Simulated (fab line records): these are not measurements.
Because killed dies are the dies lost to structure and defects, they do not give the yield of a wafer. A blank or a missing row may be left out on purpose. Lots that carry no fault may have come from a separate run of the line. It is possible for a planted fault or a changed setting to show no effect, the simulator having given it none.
Comparing a struck lot with a sound one ; flow n5Finfet ; 14 out of 1938 route steps
Sound: wafers L365.3, L365.4, L365.6. Struck: wafers L375.2, L375.3, L375.6. The cause is given at the end.
Order at every step that has rows: each side's tool, ch and its chambers, its first start. Under that, the readings that differ: sound wafers ; struck wafers ; difference of the means ; sigmas: that difference in standard deviations of wafers without a fault.
alike: same words and numbers on both sides, and readings whose means sit less than 2 such deviations apart. not compared: any withheld reading, any reading some wafer has no value for, any bound like >300 that may hide the same value, and any number with overlapping values for which the record gives no deviation.
The two part at a step that has a row with sigmas, a row that says differs or no value, or rows on one side only. Numbers that don't overlap but have no deviation are shown without sigmas and don't part them. A reading missing from all wafers of one side parts the sides only when that side holds two or more wafers.

N5_BEOL_M6_ILD_DEP_00: deposits SiCOH lowk from DEMS/porogen, target thk 179.75 nm, time 33.4 s.
  sound on pecvd-04 ch 1,2, day 9 21:46; struck on pecvd-02 ch 1,2, day 12 13:10
  alike: heaterPowerOuterW, heaterPowerW, showerheadPlenumPTorr, susceptorTempC, throttleValvePct
N5_BEOL_M6_CURE_74: cures SiCOH lowk, time 240 s.
  sound on uvCure-01 ch 0, day 9 22:00; struck on uvCure-01 ch 0, day 12 13:37
  alike: lampPowerPct, wafer_temp_C_max
N5_BEOL_M6_THK_MEAS_01:
  sound: filmMetro-01 at day 9 22:21; struck: filmMetro-01 at day 12 14:02
  alike: M6_ILD_THK
N5_BEOL_M6_PECVD_70: deposits SiO2 from TEOS/O2, target thk 20 nm, time 22.7 s.
  sound on pecvd-02 ch 0,1, day 9 22:23; struck on pecvd-02 ch 0,1,2, day 12 14:05
  alike: heaterPowerOuterW, heaterPowerW, showerheadPlenumPTorr, susceptorTempC, throttleValvePct
N5_BEOL_M6_HM_DEP_02: deposits TiN, target thk 20 nm.
  sound: pvdSputter-02 at day 10 00:16; struck: pvdSputter-01 at day 12 16:11
  alike: susceptorTempC, throttleValvePct
then, 7 steps without rows for these wafers: N5_BEOL_M6_COAT_59 (time 60 s, resist thk 100 nm); N5_BEOL_M6_COAT_60 (time 60 s, resist thk 35 nm); N5_BEOL_M6_COAT_05 (resist thk 90 nm); N5_BEOL_M6_EBR_07; N5_BEOL_M6_SOFTBAKE_06 (time 60 s); N5_BEOL_M6_EXPOSE_08 (exposes mask M6); N5_BEOL_M6_PEB_09 (peb time 60 s).
N5_BEOL_M6_DEVELOP_10: develop time 30 s.
  sound on lithoTrack-03 ch 0, day 10 00:42; struck on lithoTrack-04, day 12 16:38
  no value came back on the struck wafers for chillPlateTempC (C), developTimeS (s); on the sound wafers chillPlateTempC (C) reads 23.02 23.10 23.07
reading;sound;struck;difference;sigmas
model.CAR-ArF_of_BEOL_M6_COAT_05.thkNm (nm);88 88.4 88.2;90.2 90.6 90.2;+2.1;
N5_BEOL_M6_CD_MEAS_11: the cd target is 38.5 nm.
  sound on cdSem-02 ch 0, day 10 00:46; struck on cdSem-02 ch 0, day 12 16:41
reading;sound;struck;difference;sigmas
cdNm (nm);37.5 38.6 39.0;- - -;no value on the struck wafers;

WHERE THEY PART
At N5_BEOL_M6_DEVELOP_10 first; at N5_BEOL_M6_CD_MEAS_11 last (within this record only).

WHY: what the simulator had put in
Whole step skipped at N5_BEOL_M6_DEVELOP_10 on lithoTrack-04, starting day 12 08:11. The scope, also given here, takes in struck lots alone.
